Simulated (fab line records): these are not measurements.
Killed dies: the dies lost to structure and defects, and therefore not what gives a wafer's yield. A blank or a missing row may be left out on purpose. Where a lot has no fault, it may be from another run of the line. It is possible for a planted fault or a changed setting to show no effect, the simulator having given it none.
fab line records	flow nand-harc	part 1 of 2: steps 1 to 31 of 38
record: lots: 5	wafers: 15	last-day: 31
route steps=1302 shown A_BONDPAD@1229 HYBRID_BOND@1237 THIN_TSV@1244
lots that met no fault: taken from a fault-free run of the same line
start-h: start of the lot's first displayed wafer, in hours after the record's first day	wait-h: hours from the lot's prior step to this one	" unchanged from the row above	L1.1+2: one row covering several wafers at once	- either no value or no given start	* or withheld: withheld	< > ~ a bound
route shown NAME@n: names a module that has steps shown in the file, with the first one's number in the route	usual: mean/standard deviation of fault-free wafers	same: alike in all rows	chamber/n: place in a boat	sites: the reading at each site	_std_site: standard deviation of those values	_edge_site: mean of outer sites minus mean of inner sites	radius-mm: for every site, how far away it sits from the centre of the wafer	mask NAME#n: copy n	behind: tool/chamber where the wafer was last shaped	hold: reason for holding the lot/hours on hold/outcome of the hold	device: the n, p or np transistor that did not switch	end of line: tests run on the same wafers once the route is complete	where a step has no rows: the recipe by itself	killed: dies lost to structure and defects at the first sort, not the wafer's yield	map: per-die view of a wafer (x killed, . not killed, _ where there is no die)
set.NAME: setting as actually run; set.NAME@STEP: the setting as run at that earlier step	model.NAME: the simulator's own value behind a step, which no gauge read
lots at selected steps of the route; one table per step, one row per wafer
services: when a tool's chamber went out of use (start-h, in hours from the record's first day, below 0 if earlier), for how many hours, and the reason
== steps ==
step: NHARC_A_BONDPAD_ECD_18
recipe: target-thk-a: 4000	bath-temp-c: 25	material: Cu
usual: bath-temp-c: 25.02/0.11
lot.wafer	tool	chamber	start-h	wait-h	bath-temp-c
L074.1	ecd-cu-02	0	524.17	-	25.10
L074.2	"	1	"	"	25.04
L074.5	"	0	"	"	25.11
L083.2	ecd-cu-01	1	621.32	-	25.12
L083.3	"	1	"	"	25.14
L083.5	"	1	"	"	25.11
L084.2	ecd-cu-01	1	622.58	-	25.02
L084.4	"	1	"	"	24.94
L084.3	"	0	"	"	24.90
L089.1	ecd-cu-01	0	657.11	-	25.15
L089.4	"	0	"	"	25.08
L089.6	"	0	"	"	25.27
L090.3	ecd-cu-01	0	705.19	-	25.06
L090.4	"	1	"	"	25.15
L090.5	"	1	"	"	25.20
step: NHARC_A_BONDPAD_ANNEAL_28
recipe: temp-c: 225	time-s: 90
usual: wafer_temp_C_max: 227.0/0.37
same: time-s: 90
lot.wafer	tool	chamber	start-h	wait-h	wafer_temp_C_max
L074.1	rtp-anneal-02	0	524.54	-	226.5
L074.2	"	0	"	"	226.5
L074.5	"	0	"	"	226.4
L083.2	rtp-anneal-01	0	621.79	0.4	226.9
L083.3	"	0	"	"	226.3
L083.5	"	0	"	"	226.8
L084.2	rtp-anneal-02	0	623.00	-	227.2
L084.3	"	0	"	"	226.8
L084.4	"	0	"	"	226.2
L089.1	rtp-anneal-02	0	657.49	-	227.1
L089.4	"	0	"	"	226.6
L089.6	"	0	"	"	226.9
L090.3	rtp-anneal-01	0	705.57	0.3	227.0
L090.4	"	0	"	"	227.2
L090.5	"	0	"	"	226.3
step: NHARC_A_BONDPAD_CMP_19
recipe: t-overpolish-s: 30	cu-recess-touch-s: 16	target-thk-nm: 169.82
usual: motor-current-A: 12.2/0.81	overpolish-run-s: 30.001/0.009
same: cu-recess-touch-s: 16
lot.wafer	tool	chamber	start-h	wait-h	motor-current-A	overpolish-run-s
L074.2	cmp-04	0	525.20	-	11.7	29.989
L074.1	"	3	"	"	13.4	29.986
L074.5	"	0	"	"	11.5	30.007
L083.2	cmp-03	0	622.11	-	13.0	30.000
L083.3	"	1	"	"	12.8	30.003
L083.5	"	0	"	"	12.8	30.000
L084.2	cmp-03	3	623.32	-	11.4	30.008
L084.4	"	0	"	"	12.4	30.001
L084.3	"	1	"	"	13.9	30.000
L089.1	cmp-03	1	657.84	-	13.0	29.995
L089.4	"	3	"	"	11.2	30.006
L089.6	"	2	"	"	12.1	30.001
L090.4	cmp-03	3	705.81	-	11.2	29.996
L090.3	"	0	"	"	12.4	30.003
L090.5	"	0	"	"	12.9	29.981
step: NHARC_A_BONDPAD_THK_MEAS_20
recipe: thk-meas-gauge: xrf
usual: thk-nm: 169.7/1.5
lot.wafer	tool	chamber	start-h	wait-h	thk-nm
L074.1	film-metro-01	-	525.53	-	169.0
L074.2	"	-	"	"	169.4
L074.5	"	-	"	"	167.5
L083.2	film-metro-01	-	622.41	-	170.1
L083.3	"	-	"	"	170.6
L083.5	"	-	"	"	170.3
L084.2	film-metro-02	-	623.62	-	171.8
L084.3	"	-	"	"	172.0
L084.4	"	-	"	"	169.5
L089.1	film-metro-01	-	658.16	-	170.0
L089.4	"	-	"	"	169.5
L089.6	"	-	"	"	171.5
L090.3	film-metro-02	-	706.14	-	170.6
L090.4	"	-	"	"	169.5
L090.5	"	-	"	"	169.9
step: NHARC_A_BONDPAD_SRD_21
recipe: time-s: 30	temp-c: 23	dry-time-s: 20	spin-rpm: 1500
same: time-s: 30
lot.wafer	tool	chamber	start-h	wait-h
L074.5+1+2	wet-bench-10	5,7,0	525.57	0.0
L083.2+5+3	wet-bench-10	7,3,4	622.45	0.0
L084.3+2+4	wet-bench-08	5,0,1	623.66	0.0
L089.6+1+4	wet-bench-10	1,4,5	658.20	0.0
L090.3+5+4	wet-bench-10	7,1,2	706.19	0.0
step: NHARC_A_BONDPAD_INSPECT_23
usual: raw-defect-count: 555/130
lot.wafer	tool	chamber	start-h	wait-h	raw-defect-count
L074.1	defect-inspect-02	-	525.76	0.1	574
L074.2	"	-	"	"	760
L074.5	"	-	"	"	547
L083.2	defect-inspect-01	-	622.63	0.0	480
L083.3	"	-	"	"	389
L083.5	"	-	"	"	313
L084.2	defect-inspect-02	-	623.82	0.0	877
L084.3	"	-	"	"	583
L084.4	"	-	"	"	547
L089.1	defect-inspect-02	-	658.36	0.0	560
L089.4	"	-	"	"	439
L089.6	"	-	"	"	458
L090.3	defect-inspect-02	-	706.34	0.0	504
L090.4	"	-	"	"	520
L090.5	"	-	"	"	531
step: NHARC_HYBRID_BOND_ACTIVATE_00
recipe: time-s: 60	n2-flow-sccm: 200	ar-flow-sccm: 0	bias-power-w: 0	chemistry: N2
usual: drypump-motor-current-A: 5.9/0.36	oes-product-au: 0.999/0.0078	rf-vpp-V: 64.0/0.95	showerhead-plenum-p-Torr: 1.76/0.075
same: time-s: 60
lot.wafer	tool	chamber	start-h	wait-h	drypump-motor-current-A	oes-product-au	rf-hours-counter-h	rf-vpp-V	showerhead-plenum-p-Torr
L074.2	rie-diel-07	0	525.82	0.1	5.8	0.995	18	65.2	1.83
L074.1	"	1	"	"	5.5	0.987	18	64.7	1.72
L074.5	"	0	"	"	5.8	1.003	-	62.9	1.83
L083.3	rie-diel-08	3	622.71	0.1	5.7	1.006	22	64.1	1.70
L083.2	"	0	"	"	5.3	1.010	21	66.0	1.86
L083.5	"	3	"	"	5.7	0.997	-	63.4	1.70
L084.3	rie-diel-08	0	623.90	0.1	5.3	0.999	21	64.6	1.86
L084.2	"	2	"	"	5.4	1.002	21	64.7	1.67
L084.4	"	3	"	"	5.7	1.010	22	64.3	1.70
L089.1	rie-diel-12	2	658.42	0.1	6.3	0.995	3	64.1	1.64
L089.4	"	1	"	"	5.7	0.992	3	62.9	1.73
L089.6	"	2	"	"	6.3	0.998	-	63.8	1.64
L090.3	rie-diel-12	2	706.43	0.1	6.3	0.993	8	63.7	1.64
L090.4	"	3	"	"	6.5	0.985	7	63.7	1.77
L090.5	"	1	"	"	5.7	0.994	-	63.8	1.73
step: NHARC_HYBRID_BOND_PRECLEAN_01
recipe: time-s: 300	temp-c: 23	chemistry: DIW
same: time-s: 300
lot.wafer	tool	chamber	start-h	wait-h
L074.1+5+2	wet-bench-08	5,6,7	526.00	0.2
L083.3+2+5	wet-bench-08	6,7,1	622.88	0.2
L084.4+3+2	wet-bench-10	4,5,6	624.10	0.1
L089.1+6+4	wet-bench-10	7,0,1	658.62	0.2
L090.3+4+5	wet-bench-10	7,0,1	706.56	0.1
step: NHARC_HYBRID_BOND_SRD_02
recipe: time-s: 30	temp-c: 23	dry-time-s: 20	spin-rpm: 1500
same: time-s: 30
lot.wafer	tool	chamber	start-h	wait-h
L074.1+5+2	wet-bench-08	5,6,7	-	-
L083.3+2+5	wet-bench-08	6,7,1	-	-
L084.4+3+2	wet-bench-10	4,5,6	-	-
L089.1+6+4	wet-bench-10	7,0,1	-	-
L090.3+4+5	wet-bench-10	7,0,1	-	-
step: NHARC_HYBRID_BOND_BOND_03
recipe: temp-c: 25
usual: bond-force-kN: 4.999/0.01
lot.wafer	tool	chamber	start-h	wait-h	bond-force-kN
L074.1	wafer-bonder-01	0	526.22	-	4.998
L074.2	"	0	"	"	5.009
L074.5	"	0	"	"	5.011
L083.2	wafer-bonder-01	0	623.26	-	5.009
L083.3	"	0	"	"	5.009
L083.5	"	0	"	"	5.015
L084.2	wafer-bonder-01	0	624.46	-	5.009
L084.3	"	0	"	"	4.994
L084.4	"	0	"	"	4.989
L089.1	wafer-bonder-01	0	658.83	-	5.019
L089.4	"	0	"	"	5.013
L089.6	"	0	"	"	5.002
L090.3	wafer-bonder-01	0	707.11	-	4.994
L090.4	"	0	"	"	5.022
L090.5	"	0	"	"	5.003
step: NHARC_HYBRID_BOND_ANNEAL_04
recipe: temp-c: 300	time-s: 7200	ramp-up-c-per-min: 5	ramp-down-c-per-min: 3	idle-temp-c: 100	pressure-atm: 1
usual: zone-power-centre-pct: 3.23/0.12
same: time-s: 7200
lot.wafer	tool	chamber	start-h	wait-h	zone-power-centre-pct
L074.1	furnace-06	0	531.95	5.6	3.10
L074.2	"	0	"	"	3.16
L074.5	"	0	"	"	3.14
L083.2	furnace-05	0	626.09	2.7	3.17
L083.3	"	0	"	"	3.19
L083.5	"	0	"	"	3.16
L084.2	furnace-05	0	626.09	1.5	3.19
L084.3	"	0	"	"	3.15
L084.4	"	0	"	"	3.20
L089.1	furnace-05	0	663.12	4.1	3.18
L089.4	"	0	"	"	3.18
L089.6	"	0	"	"	3.20
L090.3	furnace-05	0	712.57	5.3	3.17
L090.4	"	0	"	"	3.25
L090.5	"	0	"	"	3.19
step: NHARC_HYBRID_BOND_OVL_MEAS_05
usual: overlay-x-nm: -2/39	overlay-y-nm: 0/37
lot.wafer	tool	chamber	start-h	wait-h	overlay-x-nm	overlay-y-nm
L074.1	overlay-01	-	536.66	0.4	14	-14
L074.2	"	-	"	"	-21	5
L074.5	"	-	"	"	48	-40
L083.2	overlay-02	-	630.81	0.4	-70	-9
L083.3	"	-	"	"	44	57
L083.5	"	-	"	"	35	-16
L084.2	overlay-02	-	630.82	0.4	-37	-14
L084.3	"	-	"	"	38	-15
L084.4	"	-	"	"	20	74
L089.1	overlay-01	-	667.84	0.4	42	0
L089.4	"	-	"	"	22	29
L089.6	"	-	"	"	-22	-8
L090.3	overlay-01	-	717.29	0.4	-40	-51
L090.4	"	-	"	"	7	-51
L090.5	"	-	"	"	-20	41
step: NHARC_HYBRID_BOND_INSPECT_06
recipe: inspect-instrument: ir-void
usual: raw-defect-count: 100/38
lot.wafer	tool	chamber	start-h	wait-h	raw-defect-count
L074.1	defect-inspect-01	-	536.71	0.0	140
L074.2	"	-	"	"	155
L074.5	"	-	"	"	153
L083.2	defect-inspect-01	-	630.86	0.1	82
L083.3	"	-	"	"	70
L083.5	"	-	"	"	71
L084.2	defect-inspect-01	-	630.88	0.1	95
L084.3	"	-	"	"	96
L084.4	"	-	"	"	101
L089.1	defect-inspect-01	-	667.89	0.0	45
L089.4	"	-	"	"	52
L089.6	"	-	"	"	42
L090.3	defect-inspect-02	-	717.34	0.1	188
L090.4	"	-	"	"	139
L090.5	"	-	"	"	163
step: NHARC_THIN_TSV_GRIND_00
recipe: target-thk-um: 6
usual: head-pressure-psi: 4.001/0.0091	motor-current-A: 11.999/0.022
lot.wafer	tool	chamber	start-h	wait-h	head-pressure-psi	motor-current-A
L074.1	grinder-01	0	538.07	1.4	4.005	12.025
L074.2	"	0	"	"	4.006	11.992
L074.5	"	0	"	"	4.001	12.009
L083.2	grinder-01	0	631.21	0.3	3.996	12.012
L083.3	"	0	"	"	4.005	12.013
L083.5	"	0	"	"	4.004	12.011
L084.2	grinder-01	0	633.57	2.7	4.013	12.028
L084.3	"	0	"	"	4.013	11.988
L084.4	"	0	"	"	3.996	11.997
L089.1	grinder-01	0	668.04	0.1	4.015	11.989
L089.4	"	0	"	"	3.996	12.010
L089.6	"	0	"	"	3.996	12.009
L090.3	grinder-01	0	717.89	0.5	4.010	12.015
L090.4	"	0	"	"	3.993	12.008
L090.5	"	0	"	"	3.999	12.003
step: NHARC_THIN_TSV_CMP_01
recipe: target-thk-um: 3
usual: motor-current-A: 12.0/0.79
lot.wafer	tool	chamber	start-h	wait-h	motor-current-A
L074.1	cmp-04	0	539.28	1.0	12.1
L074.2	"	3	"	"	13.3
L074.5	"	0	"	"	10.7
L083.2	cmp-01	2	632.21	0.8	13.2
L083.3	"	1	"	"	13.1
L083.5	"	3	"	"	10.5
L084.4	cmp-01	0	634.63	0.5	12.3
L084.2	"	1	"	"	13.0
L084.3	"	2	"	"	12.9
L089.1	cmp-02	1	669.29	1.1	12.0
L089.4	"	3	"	"	12.2
L089.6	"	1	"	"	11.9
L090.4	cmp-04	2	718.72	0.4	10.6
L090.3	"	1	"	"	12.0
L090.5	"	3	"	"	13.6
step: NHARC_THIN_TSV_THK_MEAS_02
recipe: thk-meas-gauge: ir
usual: thk-nm: 2962/230
lot.wafer	tool	chamber	start-h	wait-h	thk-nm
L074.1	film-metro-02	-	539.54	-	3032
L074.2	"	-	"	"	3079
L074.5	"	-	"	"	2995
L083.2	film-metro-02	-	632.47	-	3203
L083.3	"	-	"	"	3163
L083.5	"	-	"	"	3217
L084.2	film-metro-02	-	634.87	0.2	2668
L084.3	"	-	"	"	2606
L084.4	"	-	"	"	2511
L089.1	film-metro-02	-	669.53	-	2781
L089.4	"	-	"	"	2942
L089.6	"	-	"	"	3265
L090.3	film-metro-02	-	718.98	-	2883
L090.4	"	-	"	"	3057
L090.5	"	-	"	"	3096
step: NHARC_THIN_TSV_SRD_03
lot.wafer	tool	chamber	start-h	wait-h
L074.1+2+5	wet-bench-10	5,6,7	539.60	0.1
L083.3+2+5	wet-bench-08	2,3,4	632.52	0.0
L084.2+4+3	wet-bench-08	7,0,1	634.92	0.0
L089.1+6+4	wet-bench-08	0,1,2	669.58	0.1
L090.3+5+4	wet-bench-08	4,5,7	719.02	0.0
step: NHARC_THIN_TSV_PRECLEAN_41
recipe: time-s: *	temp-c: 50	bath-age-min: 0	chemistry: SC1
usual: bath-guard-temp-C: 50.0/0.41
same: time-s: *
lot.wafer	tool	chamber	start-h	wait-h	bath-guard-temp-C
L074.1	wet-bench-10	5	539.62	0.0	50.3
L074.2	"	6	"	"	50.1
L074.5	"	7	"	"	49.8
L083.3	wet-bench-08	2	632.54	0.0	49.7
L083.2	"	3	"	"	49.9
L083.5	"	4	"	"	50.5
L084.2	wet-bench-08	7	634.94	0.0	49.6
L084.4	"	0	"	"	50.4
L084.3	"	1	"	"	50.6
L089.1	wet-bench-08	0	669.60	0.0	50.2
L089.6	"	1	"	"	50.3
L089.4	"	2	"	"	50.1
L090.3	wet-bench-08	4	719.04	0.0	50.7
L090.5	"	5	"	"	49.7
L090.4	"	7	"	"	50.1
step: NHARC_THIN_TSV_SRD_42
lot.wafer	tool	chamber	start-h	wait-h
L074.1+2+5	wet-bench-10	5,6,7	-	-
L083.3+2+5	wet-bench-08	2,3,4	-	-
L084.2+4+3	wet-bench-08	7,0,1	-	-
L089.1+6+4	wet-bench-08	0,1,2	-	-
L090.3+5+4	wet-bench-08	4,5,7	-	-
step: NHARC_THIN_TSV_DEP_43
recipe: target-thk-a: 13285	temp-c: withheld	pressure-torr: 6.5	rf-w: 900	teos-flow-sccm: 161.4	flow-sccm: 2650	target-thk-nm: 1328.5	gas: O2	material: SiO2
usual: throttle-valve-pct: 16.0/0.39
lot.wafer	tool	chamber	start-h	wait-h	throttle-valve-pct
L074.2	pecvd-04	2	539.81	-	15.7
L074.1	"	0	"	"	16.1
L074.5	"	0	"	"	16.2
L083.2	pecvd-03	0	632.74	-	15.6
L083.3	"	1	"	"	16.0
L083.5	"	1	"	"	16.2
L084.3	pecvd-01	0	635.09	-	16.7
L084.2	"	1	"	"	16.0
L084.4	"	0	"	"	16.8
L089.1	pecvd-04	0	669.80	-	15.7
L089.6	"	2	"	"	15.7
L089.4	"	1	"	"	15.5
L090.3	pecvd-04	0	719.20	-	15.8
L090.5	"	0	"	"	15.9
L090.4	"	2	"	"	15.9
step: NHARC_THIN_TSV_DEHYDRATE_04
recipe: temp-c: 150	time-s: 120
same: time-s: 120
lot.wafer	tool	chamber	start-h	wait-h
L074.1+2+5	litho-track-02	0	540.17	-
L083.2+3+5	litho-track-07	0	633.10	-
L084.2+3+4	litho-track-07	0	635.50	-
L089.1+4+6	litho-track-07	0	670.16	-
L090.3+4+5	litho-track-07	0	719.61	-
step: NHARC_THIN_TSV_HMDS_05
recipe: time-s: 30
same: time-s: 30
lot.wafer	tool	chamber	start-h	wait-h
L074.1+2+5	litho-track-02	0	-	-
L083.2+3+5	litho-track-07	0	-	-
L084.2+3+4	litho-track-07	0	-	-
L089.1+4+6	litho-track-07	0	-	-
L090.3+4+5	litho-track-07	0	-	-
step: NHARC_THIN_TSV_COAT_06
recipe: spin-rpm: *
lot.wafer	tool	chamber	start-h	wait-h
L074.1+2+5	litho-track-02	0	-	-
L083.2+3+5	litho-track-07	0	-	-
L084.2+3+4	litho-track-07	0	-	-
L089.1+4+6	litho-track-07	0	-	-
L090.3+4+5	litho-track-07	0	-	-
step: NHARC_THIN_TSV_SOFTBAKE_07
recipe: temp-c: 122	time-s: 95
same: time-s: 95
lot.wafer	tool	chamber	start-h	wait-h
L074.1+2+5	litho-track-02	0	-	-
L083.2+3+5	litho-track-07	0	-	-
L084.2+3+4	litho-track-07	0	-	-
L089.1+4+6	litho-track-07	0	-	-
L090.3+4+5	litho-track-07	0	-	-
step: NHARC_THIN_TSV_EBR_08
lot.wafer	tool	chamber	start-h	wait-h
L074.1+2+5	litho-track-02	0	-	-
L083.2+3+5	litho-track-07	0	-	-
L084.2+3+4	litho-track-07	0	-	-
L089.1+4+6	litho-track-07	0	-	-
L090.3+4+5	litho-track-07	0	-	-
step: NHARC_THIN_TSV_EXPOSE_09
recipe: na: 0.55	dose-mj: 30.7	mask-id: TSV
lot.wafer	tool	chamber	start-h	wait-h	mask
L074.1+2+5	krf-scanner-01	0	540.44	-	TSV#0
L083.2+3+5	krf-scanner-01	0	633.37	-	TSV#0
L084.2+3+4	krf-scanner-04	0	635.65	-	TSV#0
L089.1+4+6	krf-scanner-04	0	670.44	-	TSV#0
L090.3+4+5	krf-scanner-02	0	719.89	-	TSV#0
step: NHARC_THIN_TSV_PEB_10
recipe: peb-temp-c: 118	peb-time-s: 85
lot.wafer	tool	chamber	start-h	wait-h
L074.1+2+5	litho-track-03	0	540.50	0.1
L083.2+3+5	litho-track-07	0	633.43	0.1
L084.2+3+4	litho-track-02	0	635.71	0.1
L089.1+4+6	litho-track-02	0	670.51	0.1
L090.3+4+5	litho-track-07	0	719.94	0.1
step: NHARC_THIN_TSV_DEVELOP_11
recipe: time-s: 70
same: time-s: 70
lot.wafer	tool	chamber	start-h	wait-h
L074.1+2+5	litho-track-03	0	-	-
L083.2+3+5	litho-track-07	0	-	-
L084.2+3+4	litho-track-02	0	-	-
L089.1+4+6	litho-track-02	0	-	-
L090.3+4+5	litho-track-07	0	-	-
step: NHARC_THIN_TSV_CD_MEAS_12
recipe: target-cd-nm: 1000	landing-energy-ev: 500
usual: cd-nm: 1000.9/1.5
lot.wafer	tool	chamber	start-h	wait-h	cd-nm
L074.1	cd-sem-03	0	540.59	-	998.3
L074.2	"	0	"	"	1001.4
L074.5	"	0	"	"	1001.4
L083.2	cd-sem-01	0	633.53	-	1001.5
L083.3	"	0	"	"	1001.2
L083.5	"	0	"	"	1000.5
L084.2	cd-sem-03	0	635.80	-	1000.9
L084.3	"	0	"	"	1004.4
L084.4	"	0	"	"	1001.5
L089.1	cd-sem-02	0	670.60	-	1003.9
L089.4	"	0	"	"	1002.1
L089.6	"	0	"	"	1000.5
L090.3	cd-sem-03	0	720.04	-	1002.5
L090.4	"	0	"	"	1002.6
L090.5	"	0	"	"	1002.2
step: NHARC_THIN_TSV_HARDBAKE_13
recipe: temp-c: 125	time-s: 80
same: time-s: 80
lot.wafer	tool	chamber	start-h	wait-h
L074.1+2+5	litho-track-07	0	540.67	-
L083.2+3+5	litho-track-03	0	633.61	-
L084.2+3+4	litho-track-03	0	635.88	-
L089.1+4+6	litho-track-03	0	670.67	-
L090.3+4+5	litho-track-03	0	720.12	-
step: NHARC_THIN_TSV_DESCUM_14
recipe: time-s: 3	o2-flow-sccm: 200	ar-flow-sccm: 0	bias-power-w: 0	chemistry: O2
usual: chamber-pressure-mTorr: 60.00/0.052	drypump-motor-current-A: 6.03/0.26	oes-product-au: 0.998/0.0078	rf-vpp-V: 58.1/0.87	showerhead-plenum-p-Torr: 1.98/0.062	throttle-valve-pct: 11.312/0.0085
same: time-s: 3
lot.wafer	tool	chamber	start-h	wait-h	chamber-pressure-mTorr	drypump-motor-current-A	oes-product-au	rf-hours-counter-h	rf-vpp-V	showerhead-plenum-p-Torr	throttle-valve-pct
L074.1	rie-diel-02	1	540.77	-	60.00	6.36	0.992	7	58.2	2.03	11.318
L074.2	"	3	"	"	59.95	6.10	0.989	6	58.5	2.05	11.314
L074.5	"	1	"	"	60.07	6.35	0.997	-	58.1	2.03	11.316
L083.3	rie-diel-13	2	633.69	-	59.96	5.66	1.010	7	56.9	1.91	11.300
L083.2	"	0	"	"	59.99	6.58	1.002	7	57.7	1.86	11.317
L083.5	"	1	"	"	60.03	6.33	0.993	-	58.0	2.00	11.310
L084.3	rie-diel-13	2	635.96	-	59.94	5.73	0.999	7	57.7	1.91	11.314
L084.2	"	3	"	"	59.95	5.94	1.002	7	58.1	2.04	11.319
L084.4	"	1	"	"	59.91	6.29	1.001	8	58.0	2.00	11.307
L089.4	rie-diel-02	1	670.77	-	60.03	6.35	1.013	5	58.5	2.02	11.308
L089.1	"	2	"	"	60.06	6.01	0.996	4	58.9	2.01	11.314
L089.6	"	0	"	"	60.02	5.83	1.008	-	58.5	1.93	11.329
L090.4	rie-diel-02	2	720.20	-	59.94	6.01	1.011	7	57.4	2.01	11.310
L090.3	"	0	"	"	59.92	5.79	1.003	6	57.7	1.93	11.316
L090.5	"	1	"	"	60.06	6.39	1.009	-	57.8	2.02	11.306
